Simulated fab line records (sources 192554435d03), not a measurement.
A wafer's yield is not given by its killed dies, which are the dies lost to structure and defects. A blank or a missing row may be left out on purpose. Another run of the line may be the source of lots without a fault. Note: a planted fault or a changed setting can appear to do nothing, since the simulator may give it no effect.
Which tool is to blame? ; flow n5 finfet ; Sampling: 8 lots, 24 wafers, 6 of 1938 route steps

## WHAT THE GAUGES READ, wafer by wafer
N5_FIN_CUT_INSPECT_17: inspects for defects (brightfield). Usual: 241 for raw defect count, sd 68.
lot;measured;on;raw defect count;flag
L325;day 2 12:36;defect inspect-02;235 276 276;
L326;day 2 15:07;defect inspect-02;306 427 280;
L332;day 4 03:53;defect inspect-02;316 260 160;
L334;day 4 15:43;defect inspect-02;105 1503 154;OFF
L339;day 5 21:25;defect inspect-01;198 280 252;
L340;day 6 06:31;defect inspect-01;163 360 203;
L342;day 6 17:41;defect inspect-02;228 280 302;
L344;day 7 05:02;defect inspect-02;210 239 132;

N5_BEOL_M4_RC_MEAS_101. Usual: DIBL_N 35.7 mV/V, standard deviation 1.5; DIBL_P 35.7 mV/V, standard deviation 2; IOFF_N 0.155 nA/um, standard deviation 0.026; IOFF_P 0.20 nA/um, standard deviation 0.031; ION_N 675 uA/um, standard deviation 11; ION_P 462 uA/um, standard deviation 7.1; SS_N 71.3 mV/dec, standard deviation 0.57; SS_P 73.1 mV/dec, standard deviation 0.56; VT_N 250 mV, standard deviation 3; VT_P -251 mV, standard deviation 3.
lot;measured;on;DIBL_N (mV/V);DIBL_P (mV/V);IOFF_N (nA/um);IOFF_P (nA/um);ION_N (uA/um);ION_P (uA/um);SS_N (mV/dec);SS_P (mV/dec);VT_N (mV);VT_P (mV);flag
L325;day 8 17:17;prober-01;37.9 37.5 35.9;38.4 37.2 36.3;0.208 0.182 0.166;0.24 0.23 0.22;696 671 688;472 461 474;72.1 71.8 70.9;73.4 73.3 73.4;245 247 247;-247 -248 -249;
L326;day 9 02:08;prober-02;34.0 36.0 33.7;33.8 37.2 33.5;0.141 0.186 0.142;0.19 0.26 0.19;683 685 678;462 468 465;71.2 71.9 70.4;72.1 73.3 72.3;250 245 249;-250 -246 -250;
L332;day 10 09:34;prober-01;36.5 35.9 37.2;35.5 34.9 35.3;0.148 0.127 0.156;0.22 0.20 0.22;666 666 662;462 464 453;71.8 71.2 71.4;73.4 73.2 73.3;252 252 254;-249 -250 -246;
L334;day 10 16:27;prober-01;34.5 37.3 37.2;35.2 38.2 37.7;0.134 0.171 0.164;0.16 0.20 0.20;678 684 682;463 462 461;71.0 72.0 71.2;72.7 74.3 74.1;251 247 250;-255 -254 -252;
L339;day 11 20:23;prober-02;37.2 37.9 36.4;36.8 38.4 36.6;0.162 0.173 0.152;0.21 0.23 0.21;670 679 672;459 462 456;71.5 71.5 72.0;73.0 73.5 72.5;253 250 251;-248 -249 -250;
L340;day 12 13:44;prober-01;36.7 37.4 37.1;36.3 37.0 36.7;0.157 0.171 0.169;0.21 0.23 0.23;682 683 677;472 469 467;72.4 72.5 71.9;72.9 73.6 73.5;248 248 246;-248 -247 -247;
L342;day 13 05:15;prober-02;33.4 34.1 34.6;34.3 34.8 35.3;0.121 0.133 0.136;0.14 0.15 0.15;668 677 677;450 455 456;71.4 71.6 71.7;72.9 72.9 72.8;253 250 250;-256 -257 -258;
L344;day 13 17:22;prober-01;34.4 33.9 36.7;34.9 34.4 37.3;0.137 0.128 0.166;0.18 0.18 0.21;666 659 675;456 456 459;71.0 71.1 71.2;72.7 72.4 73.2;251 252 250;-253 -255 -253;

## WHAT TOOL EACH LOT RAN ON (gives the tool, then ch and the chambers of the sampled wafers, and finally the start)
lot;N5_FIN_CUT_ETCH_30;N5_FIN_CUT_CUT_ETCH_27;N5_FIN_CUT_CUT_ETCH_28;N5_STI_FIN_REVEAL_ALD_00
L325;rie diel-02 ch 1,2,3, day 2 11:30;rie diel-02 ch 1,2,3, day 2 11:57;rie si-02 ch 0,1,3, day 2 12:20;ald sin-03 ch 0,2,3, day 2 12:38
L326;rie diel-02 ch 0,1,2, day 2 14:13;rie diel-02 ch 0,1,2, day 2 14:40;rie si-02 ch 1,3, day 2 14:53;ald sin-02 ch 0,3, day 2 16:11
L332;rie diel-02 ch 0,1, day 4 03:01;rie diel-02 ch 0,1, day 4 03:28;rie si-05 ch 1,3, day 4 03:40;ald sin-02 ch 0,2, day 4 03:55
L334;rie diel-04 ch 0,1, day 4 14:50;rie diel-04 ch 0,1, day 4 15:17;rie si-05 ch 2,3, day 4 15:29;ald sin-03 ch 0,1, day 4 15:45
L339;rie diel-05 ch 0,2,3, day 5 20:32;rie diel-05 ch 0,2,3, day 5 20:58;rie si-05 ch 1,2,3, day 5 21:11;ald sin-01 ch 1,2, day 5 21:30
L340;rie diel-02 ch 0,1,3, day 6 05:38;rie diel-02 ch 0,1,3, day 6 06:05;rie si-03 ch 0,1,3, day 6 06:17;ald sin-02 ch 0,1,2, day 6 06:45
L342;rie diel-05 ch 0,1,3, day 6 16:45;rie diel-05 ch 0,1,3, day 6 17:11;rie si-05 ch 1,2, day 6 17:24;ald sin-02 ch 1,2, day 6 17:43
L344;rie diel-02 ch 0,1,3, day 7 04:10;rie diel-02 ch 0,1,3, day 7 04:37;rie si-03 ch 2,3, day 7 04:49;ald sin-01 ch 1,2,3, day 7 05:22
- N5_FIN_CUT_ETCH_30: etches underlayer in N2/H2, target depth 13 nm, time 10.4 s.
- N5_FIN_CUT_CUT_ETCH_27: etches SiO2 in CHF3/O2, target depth 4 nm, overetch 2 nm, time 4.9 s.
- N5_FIN_CUT_CUT_ETCH_28: etches Si in HBr/Cl2/O2, target depth 6 nm, time 2.4 s.
- N5_STI_FIN_REVEAL_ALD_00: deposits SiO2, target thk 1 nm, pulse time 1 s.

## AS READ BY THE TOOLS THEMSELVES (means over the sampled wafers that have a number; for cases with no such wafer, the mark the record gives instead)
N5_FIN_CUT_ETCH_30. Usual: drypump motor current A 5.6 A, standard deviation 0.43; etch rf on time s 10.47 s, standard deviation 0.28; oes product au 0.67 a.u., standard deviation 0.081; rf fwd power W 819.0 W, standard deviation 2.3; rf vpp V 524.5 V, standard deviation 2.3; showerhead plenum p Torr 2.57 Torr, standard deviation 0.073; throttle valve pct 17.86 %, standard deviation 0.24.
lot;tool;drypump motor current A (A);etch rf on time s (s);oes product au (a.u.);rf fwd power W (W);rf vpp V (V);showerhead plenum p Torr (Torr);throttle valve pct (%);flag
L325;rie diel-02;5.2;10.67;0.63;818.1;526.4;2.61;17.81;
L326;rie diel-02;5.3;10.81;0.62;819.5;523.9;2.53;17.77;
L332;rie diel-02;5.1;10.75;0.60;819.8;524.0;2.55;17.91;
L334;rie diel-04;5.6;10.46;0.61;818.1;523.4;2.52;17.92;
L339;rie diel-05;5.8;10.58;0.75;817.4;525.3;2.58;17.74;
L340;rie diel-02;5.2;10.70;0.59;818.5;523.5;2.56;18.03;
L342;rie diel-05;5.8;10.21;0.70;820.0;523.7;2.55;17.76;
L344;rie diel-02;5.2;10.83;0.59;820.3;524.1;2.56;18.04;

N5_FIN_CUT_CUT_ETCH_27. Usual: CHF3_flow_sccm 49.98 sccm, standard deviation 0.15; drypump motor current A 5.6 A, standard deviation 0.43; oes product au 0.62 a.u., standard deviation 0.068; rf fwd power W 643.5 W, standard deviation 2.6; rf vpp V 525 V, standard deviation 6; showerhead plenum p Torr 2.43 Torr, standard deviation 0.07; throttle valve pct 18.81 %, standard deviation 0.16.
lot;tool;CHF3_flow_sccm (sccm);drypump motor current A (A);oes product au (a.u.);rf fwd power W (W);rf vpp V (V);showerhead plenum p Torr (Torr);throttle valve pct (%);flag
L325;rie diel-02;50.00;5.2;0.59;642.5;525;2.47;18.80;
L326;rie diel-02;49.94;5.3;0.59;641.7;520;2.39;18.70;
L332;rie diel-02;50.04;5.1;0.56;640.8;519;2.41;18.82;
L334;rie diel-04;49.92;5.6;0.56;643.6;524;2.39;18.87;
L339;rie diel-05;49.91;5.8;0.70;643.3;527;2.45;18.80;
L340;rie diel-02;49.84;5.2;0.56;640.9;524;2.42;18.91;
L342;rie diel-05;50.00;5.8;0.65;644.0;525;2.44;18.87;
L344;rie diel-02;49.81;5.1;0.56;640.8;524;2.42;18.93;

N5_FIN_CUT_CUT_ETCH_28. Usual: drypump motor current A 5.6 A, standard deviation 0.44; oes product au 0.998 a.u., standard deviation 0.011; throttle valve pct 37.0 %, standard deviation 0.4.
lot;tool;drypump motor current A (A);oes product au (a.u.);throttle valve pct (%);flag
L325;rie si-02;5.5;1.004;37.3;
L326;rie si-02;5.5;1.008;37.4;
L332;rie si-05;5.5;1.003;36.9;
L334;rie si-05;5.9;0.996;36.6;
L339;rie si-05;5.8;0.999;36.8;
L340;rie si-03;6.1;1.003;37.3;
L342;rie si-05;6.1;0.990;36.5;
L344;rie si-03;6.0;1.013;37.0;

N5_STI_FIN_REVEAL_ALD_00. Usual: heater power w 459 W, standard deviation 50; precursor pulse height rel 1.000, standard deviation 0.021; susceptor temp C 300.01 C, standard deviation 0.19.
lot;tool;heater power w (W);precursor pulse height rel;susceptor temp C (C);flag
L325;ald sin-03;432;0.988;299.80;
L326;ald sin-02;440;0.976;300.10;
L332;ald sin-02;490;0.975;300.05;
L334;ald sin-03;487;0.985;300.13;
L339;ald sin-01;525;1.012;300.15;
L340;ald sin-02;447;0.999;299.92;
L342;ald sin-02;412;0.990;299.95;
L344;ald sin-01;488;0.994;299.94;

## THE ANSWER, worked out from the rows above alone
Rule: take the mean of a lot's wafers that have a number; if it is more than 3 standard deviations from the usual mean, the lot is off. Also off: a lot with no number at a reading for which 4 or more lots have one. All remaining lots with rows at the step are treated as sound. The gauges are gone through in route order, then the tools' own readings, and for those a lot's mean is taken as printed above. At the first step where some lot is off, the reading lying furthest off is the one used; lots without a number count as furthest.
Off, at N5_FIN_CUT_INSPECT_17 on raw defect count: L334.
A tool fits if, at a process step before that reading, it ran every lot that is off, and no sound lot after the first of them. The gauges at N5_FIN_CUT_INSPECT_17 are tried like those tools. One fits: N5_FIN_CUT_ETCH_30 and N5_FIN_CUT_CUT_ETCH_27 on rie diel-04. It ran no sound lot before its first lot that is off in this sample, so the start can't be narrowed down.

## WHAT THE SIMULATOR HAD INSERTED
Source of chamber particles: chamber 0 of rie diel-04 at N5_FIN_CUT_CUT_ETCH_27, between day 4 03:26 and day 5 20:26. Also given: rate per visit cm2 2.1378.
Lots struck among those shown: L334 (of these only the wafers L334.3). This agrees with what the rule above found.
